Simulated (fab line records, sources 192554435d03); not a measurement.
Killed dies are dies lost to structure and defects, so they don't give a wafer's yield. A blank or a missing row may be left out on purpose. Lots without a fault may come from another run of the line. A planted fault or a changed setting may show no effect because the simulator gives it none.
A struck lot beside a sound one | flow n5_finfet | 39 steps out of a route of 1938
Sound: wafers L283.1, L283.2, L283.6. Struck: wafers L295.3, L295.4, L295.6. The cause comes at the end.
At each step with rows: each side's tool, then ch and its chambers, then its first start. Under that, the readings that differ: sound wafers | struck wafers | difference of the means | sigmas: that difference in standard deviations of wafers without a fault.
alike: readings whose means differ by less than 2 such deviations, and words and numbers that are the same on both sides. not compared: withheld readings, readings that some wafer has no value for, bounds like >300 that may hide the same value, and numbers for which the record gives no deviation and whose values overlap.
The two part at a step that has a row with sigmas, a row that says differs or no value, or rows on one side only. Numbers that don't overlap but have no deviation are shown without sigmas and don't part them. A reading that every wafer of one side lacks parts them only if that side has two wafers or more.

first, 12 steps without rows for these wafers: N5_SD_EPI_N_STRIP_36 (strips in N2/H2); N5_SD_EPI_N_ETCHBACK_44 (etches SiNx in CH3F/O2, stops on SiO2, target depth 14.5 nm); N5_SD_EPI_N_ETCH_45 (etches SiOCN in CH3F/O2, target depth 6 nm); N5_SD_EPI_N_ETCH_16 (etches SiO2 in CHF3/O2, target depth 5 nm); N5_SD_EPI_N_STRIP_47 (strips in CHF3/O2); N5_SD_EPI_N_SD_RECESS_17 (chemistry HBr/Cl2/O2, target depth 41 nm, time 23.7 s, bt time 3 s); N5_SD_EPI_N_STRIP_38 (strips in N2/H2); N5_SD_EPI_N_WET_ETCH_43 (etches SiO2 in dHF, time 14 s, target depth 1.5 nm); N5_SD_EPI_N_STRIP_18 (strips in SPM, time 750 s); N5_SD_EPI_N_SRD_20 (time 30 s); N5_SD_EPI_N_PRECLEAN_48 (cleans in NF3:NH3, afs cycles 2, time 20 s, sublimation time 60 s); N5_SD_EPI_N_VAPOR_ETCH_50 (etches Si in HCl, time 54 s).
N5_SD_EPI_N_EPI_21: deposits Si:P, time 690 s.
  sound on epi_rpcvd-01 ch 0, day 3 02:52; struck on epi_rpcvd-01 ch 0, day 6 08:04
  reading                                   | sound             | struck            | difference | sigmas
  susceptor_temp_C (C)                      | 679.9 680.5 680.4 | 681.7 681.4 681.2 | +1.2       | +4
  susceptor_temp_C_max                      | 680.9 681.5 681.9 | 683.3 683.1 683.1 | +1.7       | +4
  model.Si-P_of_SD_EPI_N_EPI_21.thk_nm (nm) | 58.4 58.4 59.6    | 61.6 61.2 60.6    | +2.3       |
then, 24 steps without rows for these wafers: N5_SD_EPI_N_PRECLEAN_24 (cleans in O3/DIW, time 60 s); N5_SD_EPI_N_SRD_25 (time 30 s); N5_SD_EPI_N_PRECLEAN_49 (cleans in NF3:NH3, afs cycles 1, time 20 s, sublimation time 60 s); N5_SD_EPI_N_LINER_46 (material SiNx, target thk 3 nm); N5_SD_EPI_P_COAT_34 (time 60 s, resist thk 350 nm); N5_SD_EPI_P_COAT_35 (time 60 s, resist thk 35 nm); N5_SD_EPI_P_COAT_03 (resist thk 150 nm); N5_SD_EPI_P_EBR_05; N5_SD_EPI_P_SOFTBAKE_04 (time 60 s); N5_SD_EPI_P_EXPOSE_06 (exposes mask SD P BLK, target cd 240 nm); N5_SD_EPI_P_PEB_07 (peb time 60 s); N5_SD_EPI_P_DEVELOP_08 (develop time 30 s); N5_SD_EPI_P_DESCUM_14 (chemistry O2, time 7.9 s); N5_SD_EPI_P_ETCH_36 (etches SiARC in CF4, target depth 45.5 nm, time 75.8 s); N5_SD_EPI_P_ETCH_37 (etches SOC in N2/H2, overetch 108 nm, time 486 s); N5_SD_EPI_P_STRIP_38 (strips in N2/H2); N5_SD_EPI_P_ETCHBACK_46 (etches SiNx in CH3F/O2, stops on SiO2, target depth 17.5 nm); N5_SD_EPI_P_ETCH_47 (etches SiOCN in CH3F/O2, target depth 25 nm); N5_SD_EPI_P_ETCH_16 (etches SiO2 in CHF3/O2, target depth 5 nm); N5_SD_EPI_P_STRIP_50 (strips in CHF3/O2); N5_SD_EPI_P_SD_RECESS_17 (chemistry HBr/Cl2/O2, target depth 39.1 nm, bt time 3 s); N5_SD_EPI_P_WET_ETCH_45 (etches SiO2 in dHF, time 10.7 s, target depth 2 nm, rinse time 30 s); N5_SD_EPI_P_STRIP_40 (strips in N2/H2); N5_SD_EPI_P_PRECLEAN_52 (cleans in O3/DIW, time 60 s).
N5_MOL_CONTACT_COAG_ETCH_15: etches SiNx in CH3F/O2, stops on Si:P, target depth 7 nm.
  sound on rie_diel-04 ch 1,2, day 4 16:31; struck on rie_diel-04 ch 0,1,2, day 7 19:24
  reading                                   | sound          | struck         | difference | sigmas
  model.Si-P_of_SD_EPI_N_EPI_21.thk_nm (nm) | 57.6 57.6 58.8 | 60.8 60.4 59.8 | +2.3       |
  alike: bias_w, drypump_motor_current_A, mfc_ar_sccm, oes_product_au, rf_vpp_V, showerhead_plenum_p_Torr, throttle_valve_pct
  not compared: rf_hours_counter_h
-- the record jumps here: 7 days lie between the struck wafers' starts before and after (it left off in module MOL_CONTACT_COAG and takes up again in module PASSIVATION, whose first step shown is number 1936 of the route) --
N5_PASSIVATION_PROBE_49:
  the record has rows for the struck wafers here (prober-01, day 14 15:35) and none for the sound ones

WHERE THEY PART
First at N5_SD_EPI_N_EPI_21; last, within this record, at N5_PASSIVATION_PROBE_49.

WHY: what the simulator had put in
Process parameter drift: epi_rpcvd-01, from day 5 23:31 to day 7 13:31, at N5_SD_EPI_N_EPI_21. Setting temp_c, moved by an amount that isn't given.
